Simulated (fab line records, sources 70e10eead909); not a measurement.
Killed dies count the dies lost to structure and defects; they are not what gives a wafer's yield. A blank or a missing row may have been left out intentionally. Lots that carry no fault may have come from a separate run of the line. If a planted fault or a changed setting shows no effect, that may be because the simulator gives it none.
Problem report, 8D (eight disciplines) form, completed by code    flow nand_harc    the parts of the form that need people (team, actions taken, sign-off) are left out

== 1. THE PROBLEM ==
At NHARC_P_ZERO_WELL_CD_MEAS_37, cd_nm averages 765.4 nm over 6 wafers from 2 lots, while fault-free wafers read 718.4 nm, standard deviation 1.8. Relative to the usual mean, that is a shift of +26 standard deviations.
The step: target cd 720 nm.
First observed at day 3 16:19: wafer L757.1, on cd_sem-01. Wafers with a number at this step in the record: 33, from 11 lots. The rule behind "out" and "out of limits": a value lying over 4 standard deviations away from the usual mean. The rest of the wafers with a number are treated as sound.

== 2. WHAT IT IS; WHAT IT IS NOT ==
question                     is                      is not
which readings at this step  cd_nm                   -
which lots                   L757, L759              L755, L758, L766, L767, L768, L769, L770, L771, L773
which wafers of those lots   all that have a number  -
read on which gauges         cd_sem-01               cd_sem-02, cd_sem-03
when                         from day 3 16:19        up to then (3 sound wafers); but 24 sound wafers of L758, L766, L767, L768, L769, L770, L771, L773 came after

== 3. THE SUSPECTS, EACH WITH WHAT RULES IT OUT ==
Counting: a tool at a process step up to the reading stays a suspect if it ran every lot that is out and no sound lot after the first of them.
- the gauge at NHARC_P_ZERO_WELL_CD_MEAS_37: kept. All the wafers that are out were read on cd_sem-01, and no step on other tools shows them out.
- krf_scanner-04 at NHARC_P_ZERO_WELL_EXPOSE_34 (exposes mask P PWELL, target cd 720 nm): ruled out as a lasting fault. The sound lots L766, L767, L770, L773 went through it after L757, its earliest lot that is out (day 3 16:10).
Left after counting: cd_sem-01 at NHARC_P_ZERO_WELL_CD_MEAS_37.

== 4. THE CAUSE (what the simulator had put in) ==
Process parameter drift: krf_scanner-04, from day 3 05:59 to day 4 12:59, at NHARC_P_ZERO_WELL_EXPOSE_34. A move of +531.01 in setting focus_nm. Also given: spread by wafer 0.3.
The count ruled it out by mistake, since the rule takes a fault to strike every lot its tool runs from the start of the fault on, and this one did not do so.

== 5. SEQUENCE OF EFFECTS, ordered by route ==
Each row: a reading whose mean over the struck wafers that have a number lies more than 3 standard deviations from the usual. Scope: only readings with a usual standard deviation given in the record; hours: median across lots of the time from each lot's start at the first step in this table that gives one to its start at this step; sigmas: change in usual standard deviations.
hours  step                          reading  usual     on struck wafers  change  sigmas
0      NHARC_P_ZERO_WELL_CD_MEAS_37  cd_nm    718.4 nm  765.4             +47.0   +26
At these later measuring or inspecting steps, every struck wafer for which the step has a row has a number for every such reading, and none has moved that far: NHARC_P_STI_CD_MEAS_09, NHARC_END_SORT_01.

== 6. HOW IT WOULD HAVE BEEN CAUGHT EARLIER ==
The first out-of-limits reading at a measuring or inspecting step in this record came at day 3 16:19, 10 hours after the fault's start at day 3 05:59.
Tool readings at NHARC_P_ZERO_WELL_EXPOSE_34 with a usual standard deviation given in the record: none out on any struck wafer, hence no alarm at a limit of 4 standard deviations on them.
